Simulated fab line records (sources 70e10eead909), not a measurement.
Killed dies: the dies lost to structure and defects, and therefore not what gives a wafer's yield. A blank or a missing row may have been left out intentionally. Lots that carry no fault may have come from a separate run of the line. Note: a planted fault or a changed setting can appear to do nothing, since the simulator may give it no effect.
fab line records | flow nand-harc
[record] lots = 12 wafers = 36 last-day = 24
route steps=1159 shown A_M0@1019 A_M1@1038 END@1159
lots with no fault: from the same line, run without faults
start-h: the number of hours between the record's first day and the start of the first shown wafer of the lot | wait-h: how many hours have passed since the lot's step before this one | " repeats the value in the row above | L1.1+2: a row that stands for several wafers | - value missing, or start not given | * or withheld: withheld | < > ~ a bound
route shown NAME@n: names a module that has steps shown in the file, with the first one's number in the route | usual: mean and standard deviation over wafers with no fault | same: alike in all rows | chamber/n: place in a boat | sites: the reading at each site | _std_site: the standard deviation of these | _edge_site: the outer-site mean with the inner-site mean subtracted | radius-mm: for every site, how far away it sits from the centre of the wafer | mask NAME#n: copy n | behind: the last tool/chamber to shape the wafer | hold: cause of the lot's hold/its duration in hours/its outcome | device: which transistor (n, p or np) failed to switch | end of line: the route-end tests of the same wafers | for a step that has no rows: nothing shown but its recipe | killed: count of dies lost to structure and defects at first sort (not the wafer's yield) | map: per-die view of a wafer (x killed, . not killed, _ where there is no die)
set.NAME: the setting as run; set.NAME@STEP: as run at that earlier step | model.NAME: the simulator's own value behind a step, which no gauge read
a sample of lots followed through the steps of the route, with each step as a table and each wafer as a row
services: the hour from which a tool's chamber was out of use, counted from the record's first day as start-h (under 0 if before that day), plus the number of hours and why
[[steps]]
[step NHARC_A_M0_CMP_23]
[recipe] t-overpolish-s = 20 target-thk-nm = 113.75
[usual] motor-current-A = 12.2/1.2 time-to-endpoint-s = 29.2/2.6
[same] t-overpolish-s = 20
// columns lot.wafer tool chamber start-h wait-h motor-current-A time-to-endpoint-s
L583.1 cmp-01 3 407.21 - 11.1 26.1
L583.6 " 3 " " 11.0 27.9
L583.5 " 0 " " 15.3 28.7
L582.4 cmp-03 2 407.60 - 12.5 29.2
L582.2 " 3 " " 14.1 29.0
L582.1 " 0 " " 12.4 26.7
L586.4 cmp-04 1 414.13 - 11.9 21.1
L586.1 " 3 " " 11.5 24.8
L586.6 " 1 " " 11.8 25.1
L584.1 cmp-01 0 414.73 - 15.3 36.3
L584.3 " 1 " " 12.0 32.1
L584.6 " 3 " " 11.1 31.1
L588.4 cmp-03 0 448.03 - 12.7 27.7
L588.3 " 1 " " 12.0 30.9
L588.2 " 3 " " 13.6 32.6
L594.3 cmp-04 2 473.50 - 10.5 29.5
L594.1 " 3 " " 11.8 30.5
L594.5 " 2 " " 10.5 27.9
L596.1 cmp-01 2 492.51 - 11.3 29.3
L596.3 " 1 " " 11.7 30.5
L596.6 " 3 " " 11.3 27.5
L598.3 cmp-01 3 499.02 - 11.4 27.6
L598.1 " 0 " " 15.4 30.6
L598.4 " 1 " " 11.8 30.9
L597.1 cmp-01 2 506.99 - 12.0 30.7
L597.2 " 1 " " 11.4 35.1
L597.6 " 2 " " 11.1 31.6
L600.4 cmp-03 0 507.59 - 12.5 26.7
L600.6 " 0 " " 12.2 28.4
L600.5 " 1 " " 12.2 25.8
L602.2 cmp-01 1 544.90 - 11.4 27.6
L602.1 " 2 " " 11.2 28.5
L602.4 " 0 " " 15.1 28.0
L604.1 cmp-03 1 545.53 - 12.2 30.6
L604.6 " 0 " " 12.6 26.5
L604.5 " 1 " " 11.9 29.1
[step NHARC_A_M0_PRE_CLEAN_31]
[recipe] time-s = 12 temp-c = 370 rf-power-w = 300 gas = NH3
[usual] heater-power-w = 645/54
// columns lot.wafer tool chamber start-h wait-h heater-power-w
L583.1 pecvd-03 2 407.77 0.1 696
L583.5 " 2 " " 667
L583.6 " 0 " " 610
L582.1 pecvd-01 1 408.14 0.1 706
L582.2 " 2 " " 612
L582.4 " 0 " " 558
L586.1 pecvd-04 1 414.64 0.1 695
L586.6 " 1 " " 679
L586.4 " 0 " " 638
L584.3 pecvd-04 1 415.22 0.1 639
L584.1 " 2 " " 665
L584.6 " 0 " " 650
L588.3 pecvd-04 2 448.57 0.1 661
L588.2 " 0 " " 710
L588.4 " 0 " " 740
L594.1 pecvd-01 1 474.04 0.1 605
L594.3 " 0 " " 628
L594.5 " 1 " " 599
L596.3 pecvd-01 2 493.26 0.3 691
L596.1 " 1 " " 657
L596.6 " 1 " " 655
L598.1 pecvd-04 2 499.58 0.1 576
L598.3 " 0 " " 639
L598.4 " 2 " " 582
L597.2 pecvd-04 2 507.53 0.1 630
L597.1 " 0 " " 651
L597.6 " 2 " " 635
L600.5 pecvd-04 1 508.20 0.1 601
L600.4 " 2 " " 635
L600.6 " 0 " " 718
L602.2 pecvd-03 2 545.43 0.1 634
L602.1 " 1 " " 675
L602.4 " 1 " " 666
L604.1 pecvd-04 1 546.06 0.1 610
L604.5 " 0 " " 766
L604.6 " 2 " " 591
[step NHARC_A_M1_INSPECT_11]
[usual] raw-defect-count = 30/11
// columns lot.wafer tool chamber start-h wait-h raw-defect-count
L583.1 defect-inspect-01 - 409.22 0.0 28
L583.5 " - " " 24
L583.6 " - " " 17
L582.1 defect-inspect-01 - 409.59 0.0 7
L582.2 " - " " 12
L582.4 " - " " 12
L586.1 defect-inspect-02 - 415.98 0.0 29
L586.4 " - " " 19
L586.6 " - " " 24
L584.1 defect-inspect-02 - 416.64 0.0 44
L584.3 " - " " 37
L584.6 " - " " 15
L588.2 defect-inspect-01 - 450.00 0.0 35
L588.3 " - " " 29
L588.4 " - " " 26
L594.1 defect-inspect-02 - 475.38 0.0 39
L594.3 " - " " 42
L594.5 " - " " 27
L596.1 defect-inspect-02 - 494.59 0.0 35
L596.3 " - " " 26
L596.6 " - " " 32
L598.1 defect-inspect-02 - 500.92 0.0 30
L598.3 " - " " 28
L598.4 " - " " 42
L597.1 defect-inspect-01 - 508.88 0.0 56
L597.2 " - " " 63
L597.6 " - " " 49
L600.4 defect-inspect-01 - 509.61 0.0 18
L600.5 " - " " 18
L600.6 " - " " 25
L602.1 defect-inspect-01 - 546.77 0.0 22
L602.2 " - " " 17
L602.4 " - " " 14
L604.1 defect-inspect-01 - 547.37 0.0 46
L604.5 " - " " 45
L604.6 " - " " 35
[step NHARC_A_M1_ETCH_35]
[recipe] target-depth-a = 400 overetch-a = 120 time-s = 43.94 ion-energy-ev = 200 n2-flow-sccm = 150 h2-flow-sccm = 150 ar-flow-sccm = 0 rf-w = 400 bias-w = 150 chemistry = N2/H2
[usual] drypump-motor-current-A = 5.6/0.44 oes-product-au = 0.998/0.011 rf-vpp-V = 432.0/2.6 run-length-s = 65.4/0.39 showerhead-plenum-p-Torr = 2.09/0.095 throttle-valve-pct = 14.171/0.0089
// columns lot.wafer tool chamber start-h wait-h drypump-motor-current-A oes-product-au rf-hours-counter-h rf-vpp-V run-length-s showerhead-plenum-p-Torr throttle-valve-pct
L583.1 rie-diel-09 0 409.37 0.1 5.7 1.006 4 434.4 65.3 2.20 14.176
L583.6 " 3 " " 6.0 1.022 - 429.4 66.2 1.99 14.170
L583.5 " 0 " " 5.7 0.995 - 434.9 65.6 2.20 14.163
L582.1 rie-diel-05 0 409.86 0.2 5.5 0.998 5 431.0 66.0 2.09 14.166
L582.4 " 1 " " 5.3 1.024 7 426.6 64.6 1.95 14.168
L582.2 " 2 " " 5.1 0.989 7 433.5 65.3 2.18 14.158
L586.1 rie-diel-05 3 416.14 0.1 5.1 1.005 7 435.0 64.9 2.15 14.165
L586.4 " 1 " " 5.3 1.019 8 428.7 64.8 1.95 14.183
L586.6 " 2 " " 5.1 0.988 - 433.0 65.3 2.18 14.174
L584.3 rie-diel-05 1 416.79 0.1 5.3 1.009 8 427.5 65.0 1.95 14.172
L584.1 " 2 " " 5.1 0.993 8 433.0 66.0 2.18 14.167
L584.6 " 2 " " 5.2 0.980 - 433.7 65.7 2.18 14.176
L588.2 rie-diel-10 0 450.20 0.1 6.3 1.009 1 434.4 65.4 2.15 14.189
L588.3 " 1 " " 5.9 0.992 1 426.3 64.8 1.91 14.176
L588.4 " 2 " " 5.3 0.994 1 430.5 64.9 2.08 14.168
L594.1 rie-diel-09 0 475.53 0.1 5.7 1.008 1 435.1 65.4 2.20 14.179
L594.3 " 1 " " 5.2 0.988 1 434.5 65.4 2.17 14.174
L594.5 " 0 " " 5.7 1.019 - 434.3 65.5 2.20 14.175
L596.3 rie-diel-09 0 494.73 0.1 5.7 1.017 1 434.1 52.1 2.20 14.196
L596.1 " 3 " " 6.0 0.987 1 430.8 65.7 1.99 14.173
L596.6 " 0 " " 5.7 1.012 - 435.3 52.4 2.20 14.170
L598.4 rie-diel-10 1 501.07 0.1 5.9 0.998 5 426.9 64.8 1.91 14.165
L598.3 " 2 " " 5.3 0.983 4 431.6 64.9 2.08 14.185
L598.1 " 0 " " 6.3 1.021 5 433.5 65.3 2.15 14.158
L597.1 rie-diel-10 2 509.02 0.1 5.3 0.994 5 432.8 65.1 2.07 14.160
L597.2 " 1 " " 5.9 0.990 6 425.6 64.8 1.91 14.161
L597.6 " 3 " " 6.0 0.989 - 430.3 64.7 2.04 14.168
L600.4 rie-diel-10 2 509.76 0.1 5.3 0.998 5 429.8 65.1 2.08 14.171
L600.5 " 2 " " 5.3 0.990 - 432.4 65.0 2.07 14.178
L600.6 " 3 " " 6.1 0.993 - 431.2 65.7 2.04 14.157
L602.2 rie-diel-10 1 546.91 0.1 5.9 0.981 0 426.4 64.8 1.91 14.173
L602.4 " 2 " " 5.3 0.986 0 430.5 64.9 2.07 14.159
L602.1 " 3 " " 6.1 1.000 0 429.8 64.9 2.04 14.173
L604.1 rie-diel-05 0 547.53 0.1 5.5 1.002 1 431.4 65.5 2.09 14.184
L604.5 " 2 " " 5.1 0.999 - 435.2 65.6 2.17 14.166
L604.6 " 3 " " 5.2 1.005 - 433.3 65.1 2.15 14.151
[step NHARC_END_SORT_01]
[recipe] temp-c = 25
[usual] defect-limited-yield = 95.3/1.3 killed-at-array = 28/8.6 killed-at-other = 0.7/1.2 killed-at-periphery = 3.1/2.3 killed-dies = 32/8.7 killed-open = 3.2/1.7 killed-short = 2.0/1.5 sort_bin_2_pct = 1.5/0.58 sort_bin_3_pct = 0.28/0.22 sort_bin_4_pct = 3.0/0.86 sort-n-pass = 645/8.7 sort-rim-yield-pct = 97.8/1.4 sort-yield-pct = 95.3/1.3
[same] gross-dies = 677 sort_bin_5_pct[%] = 0 sort_bin_6_pct[%] = 0 sort_bin_7_pct[%] = 0 sort_bin_8_pct[%] = 0 sort-rim-n-gross = 106.00
// columns lot.wafer tool chamber start-h wait-h defect-limited-yield[%] killed-at-array killed-at-other killed-at-periphery killed-dies killed-open killed-short sort_bin_2_pct[%] sort_bin_3_pct[%] sort_bin_4_pct[%] sort-n-pass sort-rim-yield-pct[%] sort-yield-pct[%]
L588.2 prober-02 0 485.95 2.8 93.9 30 4 7 41 2 4 1.5 0.15 4.4 636 96.2 93.9
L588.3 prober-02 0 486.75 3.1 95.7 21 0 8 29 2 2 1.5 0 2.8 648 99.1 95.7
L588.4 prober-02 0 487.54 3.4 95.1 28 2 3 33 2 5 1.5 0.44 3.0 644 98.1 95.1
L594.1 prober-02 0 515.05 2.5 93.9 38 0 3 41 3 3 0.9 0.44 4.7 636 100.0 93.9
L594.3 prober-02 0 516.63 3.1 94.1 36 0 4 40 4 2 2.2 0.44 3.2 637 99.1 94.1
L594.5 prober-02 0 518.20 3.7 95.7 29 0 0 29 3 5 1.5 0.44 2.4 648 96.2 95.7
L596.1 prober-01 0 530.02 2.5 94.1 32 3 5 40 3 2 1.8 0.30 3.8 637 98.1 94.1
L596.3 prober-01 0 531.59 3.0 95.6 23 4 3 30 3 1 1.0 0.15 3.2 647 99.1 95.6
L596.6 prober-01 0 533.93 3.9 93.4 38 3 4 45 5 6 2.1 0.59 4.0 632 98.1 93.4
L600.4 prober-02 0 548.75 3.4 96.0 23 0 4 27 3 4 0.9 0.15 3.0 650 97.2 96.0
L600.5 prober-02 0 549.55 3.7 97.0 16 0 4 20 2 2 1.0 0.30 1.6 657 98.1 97.0
L600.6 prober-02 0 550.35 4.0 96.0 21 0 6 27 2 2 1.0 0.30 2.7 650 98.1 96.0
L597.1 prober-01 0 549.15 2.5 92.8 46 0 3 49 2 1 2.8 0 4.4 628 95.3 92.8
L597.2 prober-01 0 549.95 2.8 92.6 44 0 6 50 2 0 2.5 0.89 4.0 627 99.1 92.6
L597.6 prober-01 0 553.14 4.0 92.9 41 0 7 48 4 0 2.2 0.30 4.6 629 96.2 92.9
// killed by level:class
L588.2 A_CHANNEL_HOLE_D1:chamber-film-flake=21 A_STAIRCASE:chamber-film-flake=4 THIN_TSV:chamber-film-flake=4 P_STI:chamber-film-flake=2 A_CONTACT:chamber-film-flake=2 P_STI:geometric-particle:short=1 P_GATE:geometric-particle:short=1 P_CONTACT:geometric-particle:open=1
L588.3 A_CHANNEL_HOLE_D1:chamber-film-flake=12 P_CONTACT:chamber-film-flake=3 P_GATE:chamber-film-flake=2 A_CHANNEL_FILL_D1:chamber-film-flake=2 A_STAIRCASE:chamber-film-flake=2 A_CONTACT:chamber-film-flake=2 P_CONTACT:geometric-particle:short=1 P_M0:geometric-particle:open=1
L588.4 A_CHANNEL_HOLE_D1:chamber-film-flake=13 A_STAIRCASE:chamber-film-flake=6 A_SOURCE_PLATE:geometric-particle:short=2 THIN_TSV:chamber-film-flake=2 P_STI:chamber-film-flake=2 A_ZERO_WELL:chamber-film-flake=2 P_M0:geometric-particle:open=1 A_WL_FILL:geometric-particle:short=1
L594.1 A_SLIT:chamber-film-flake=18 A_CHANNEL_HOLE_D1:chamber-film-flake=6 A_STAIRCASE:chamber-film-flake=4 A_CONTACT:chamber-film-flake=4 A_WL_FILL:geometric-particle:short=2 P_CONTACT:geometric-particle:open=1 A_CHANNEL_FILL_D1:geometric-particle:open=1 A_CONTACT:geometric-particle:open=1
L594.3 A_SLIT:chamber-film-flake=21 A_CHANNEL_HOLE_D1:chamber-film-flake=7 A_CONTACT:chamber-film-flake=3 P_GATE:geometric-particle:open=1 P_CONTACT:geometric-particle:open=1 P_M2:geometric-particle:open=1 A_ONON_D1:geometric-particle:open=1 A_ONON_D1:geometric-particle:short=1
L594.5 A_SLIT:chamber-film-flake=13 A_CONTACT:chamber-film-flake=4 A_CHANNEL_HOLE_D1:chamber-film-flake=2 A_STAIRCASE:chamber-film-flake=2 A_SOURCE_PLATE:geometric-particle:short=1 A_SOURCE_PLATE:geometric-particle:open=1 A_ONON_D1:geometric-particle:open=1 A_CHANNEL_HOLE_D1:geometric-particle:short=1
L596.1 A_CHANNEL_HOLE_D1:chamber-film-flake=23 A_CONTACT:chamber-film-flake=4 THIN_TSV:chamber-film-flake=3 P_CONTACT:chamber-film-flake=2 P_GATE:geometric-particle:short=1 A_CHANNEL_FILL_D1:geometric-particle:short=1 A_SGD_CUT:geometric-particle:open=1 A_CONTACT:geometric-particle:open=1
L596.3 A_CHANNEL_HOLE_D1:chamber-film-flake=12 A_CONTACT:chamber-film-flake=7 P_CONTACT:chamber-film-flake=3 THIN_TSV:chamber-film-flake=3 A_ONON_D1:geometric-particle:open=1 A_CONTACT:geometric-particle:open=1 A_BLC:geometric-particle:short=1 STARTING-WAFER:geometric-particle:open=1
L596.6 A_CHANNEL_HOLE_D1:chamber-film-flake=20 A_CONTACT:chamber-film-flake=9 A_CONTACT:geometric-particle:short=3 THIN_TSV:chamber-film-flake=3 P_M0:geometric-particle:open=2 P_CONTACT:chamber-film-flake=2 A_SOURCE_PLATE:geometric-particle:short=1 A_CHANNEL_FILL_D1:geometric-particle:short=1
L600.4 A_CHANNEL_HOLE_D1:chamber-film-flake=9 A_CONTACT:chamber-film-flake=5 P_ZERO_WELL:chamber-film-flake=3 A_ONON_D1:geometric-particle:short=1 A_CHANNEL_HOLE_D1:geometric-particle:short=1 A_CHANNEL_FILL_D1:geometric-particle:short=1 A_SGD_CUT:geometric-particle:open=1 A_CONTACT:geometric-particle:open=1
L597.1 A_CHANNEL_HOLE_D1:chamber-film-flake=23 A_SLIT:chamber-film-flake=10 A_CONTACT:chamber-film-flake=5 P_ZERO_WELL:chamber-film-flake=3 A_BONDPAD:chamber-film-flake=3 A_STAIRCASE:chamber-film-flake=2 A_ONON_D1:geometric-particle:open=1 A_CONTACT:geometric-particle:open=1
L600.5 A_CHANNEL_HOLE_D1:chamber-film-flake=8 A_CONTACT:chamber-film-flake=6 P_ZERO_WELL:chamber-film-flake=2 P_CONTACT:geometric-particle:open=1 P_CONTACT:geometric-particle:short=1 A_BLC:geometric-particle:open=1 A_M0:geometric-particle:short=1
L597.2 A_CHANNEL_HOLE_D1:chamber-film-flake=16 A_SLIT:chamber-film-flake=13 A_CONTACT:chamber-film-flake=10 P_ZERO_WELL:chamber-film-flake=5 A_STAIRCASE:chamber-film-flake=2 A_WL_FILL:chamber-film-flake=2 P_M0:geometric-particle:open=1 A_ONON_D1:geometric-particle:open=1
L600.6 A_CONTACT:chamber-film-flake=9 A_CHANNEL_HOLE_D1:chamber-film-flake=7 P_STI:chamber-film-flake=3 A_CONTACT:geometric-particle:open=2 P_M1:geometric-particle:short=1 P_M2:geometric-particle:short=1 P_ZERO_WELL:chamber-film-flake=1 A_STAIRCASE:chamber-film-flake=1
L597.6 A_CHANNEL_HOLE_D1:chamber-film-flake=17 A_SLIT:chamber-film-flake=10 A_CONTACT:chamber-film-flake=9 P_ZERO_WELL:chamber-film-flake=3 P_M2:chamber-film-flake=2 P_GATE:geometric-particle:open=1 A_BLC:geometric-particle:open=1 A_WL_FILL:geometric-particle:open=1
[[services]]
// columns tool chamber start-h hours kind
cmp-03 - 383.36 6.5 repair
rie-diel-05 0 395.82 8.7 repair
cmp-04 - 395.86 0.3 repair
cmp-04 - 399.06 4.0 pm
pecvd-01 - 418.61 13.0 pm
cmp-03 - 427.81 0.9 repair
rie-diel-09 - 431.10 9.0 pm
pecvd-04 - 435.24 1.0 repair
cmp-01 - 440.44 2.1 repair
pecvd-01 1 444.23 15.7 repair
cmp-03 - 450.13 4.0 pm
rie-diel-10 2 452.57 2.5 repair
pecvd-03 - 460.10 1.2 repair
rie-diel-09 - 465.04 0.3 repair
pecvd-03 - 473.28 13.0 pm
cmp-01 - 473.50 4.0 pm
cmp-01 - 495.67 1.7 repair
cmp-04 - 497.06 4.0 pm
pecvd-04 - 509.00 0.2 repair
rie-diel-09 1 512.13 18.6 repair
rie-diel-05 - 517.60 9.0 pm
cmp-03 - 522.23 3.7 repair
rie-diel-05 0 528.34 4.5 repair
rie-diel-10 - 530.50 9.0 pm
[[key]]
[first-sign] step = NHARC_A_M1_ETCH_35 reading = run-length-s direction = down sigmas = 33 usual = * struck = *
effect none on later readings
met-at NHARC_A_M1_ETCH_35
struck-lots L596
struck-wafers L596.3,L596.6
not-acting-at NHARC_A_M0_CMP_23,NHARC_A_M0_PRE_CLEAN_31,NHARC_A_M1_INSPECT_11
onset-between 475.53 494.73
[fault] kind = process-parameter-drift tool = rie-diel-09 chamber = 0 onset-h = 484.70 steps = NHARC_A_M1_ETCH_35 channel = time-s offset = * shape = step acts-in = * stated = *
